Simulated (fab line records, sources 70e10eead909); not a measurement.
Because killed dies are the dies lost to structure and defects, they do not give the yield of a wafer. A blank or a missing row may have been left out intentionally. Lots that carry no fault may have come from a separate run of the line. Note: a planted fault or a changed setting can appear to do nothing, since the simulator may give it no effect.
Chamber matching :: flow nandHarc :: 4 sister chambers for NHARC_A_DECK1_JOINT_ETCHBACK_00 on rieSi-05
The step etches the open film in HBr, target depth 30 nm, time 17.4 s. 4 wafers are shown with their chamber, then 12 later ones without.

== WAFERS PAIRED WITH THEIR CHAMBERS ==
wafer: L083.1
chamber: 0
oesProductAu (a.u.): 0.988

wafer: L092.3
chamber: 2
oesProductAu (a.u.): 0.997

wafer: L092.4
chamber: 3
oesProductAu (a.u.): 1.015

wafer: L092.6
chamber: 1
oesProductAu (a.u.): 1.004

== WAFERS WHOSE CHAMBER IS MISSING ==
wafer: L093.2
oesProductAu (a.u.): 0.999

wafer: L093.4
oesProductAu (a.u.): 0.991

wafer: L093.5
oesProductAu (a.u.): 0.984

wafer: L094.1
oesProductAu (a.u.): 1.008

wafer: L094.3
oesProductAu (a.u.): 1.012

wafer: L094.4
oesProductAu (a.u.): 0.989

wafer: L096.1
oesProductAu (a.u.): 1.015

wafer: L096.3
oesProductAu (a.u.): 0.997

wafer: L096.6
oesProductAu (a.u.): 0.993

wafer: L097.1
oesProductAu (a.u.): 0.993

wafer: L097.2
oesProductAu (a.u.): 1.002

wafer: L097.5
oesProductAu (a.u.): 0.991

== WHICH CHAMBER EACH WENT THROUGH ==
wafer: L093.2
from the rows above: can't be placed: 2 or 1
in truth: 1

wafer: L093.4
from the rows above: can't be placed: 0 or 2
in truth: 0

wafer: L093.5
from the rows above: 0
in truth: 0

wafer: L094.1
from the rows above: can't be placed: 1 or 3
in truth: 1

wafer: L094.3
from the rows above: can't be placed: 3 or 1
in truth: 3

wafer: L094.4
from the rows above: 0
in truth: 0

wafer: L096.1
from the rows above: 3
in truth: 3

wafer: L096.3
from the rows above: 2
in truth: 2

wafer: L096.6
from the rows above: can't be placed: 2 or 0
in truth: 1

wafer: L097.1
from the rows above: can't be placed: 2 or 0
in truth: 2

wafer: L097.2
from the rows above: can't be placed: 1 or 2
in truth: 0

wafer: L097.5
from the rows above: can't be placed: 0 or 2
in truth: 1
Correctly placed: 4 of 12. Not placeable from these rows: 8 (in 5, the candidates include the true chamber). 0 placed wrongly.
How it was worked out, from the rows above alone: a wafer's distance from a chamber is the root of the sum, over the readings, of the square of ((its reading less the chamber's mean) divided by the reading's scatter). If the next closest chamber is less than 2 further off than the closest, the wafer can't be placed; otherwise it belongs to the closest. A chamber's mean is the mean of its shown wafers. The scatter: with one shown wafer a chamber, the root of the mean of the squares of how far each hidden wafer lies from its nearest shown one.
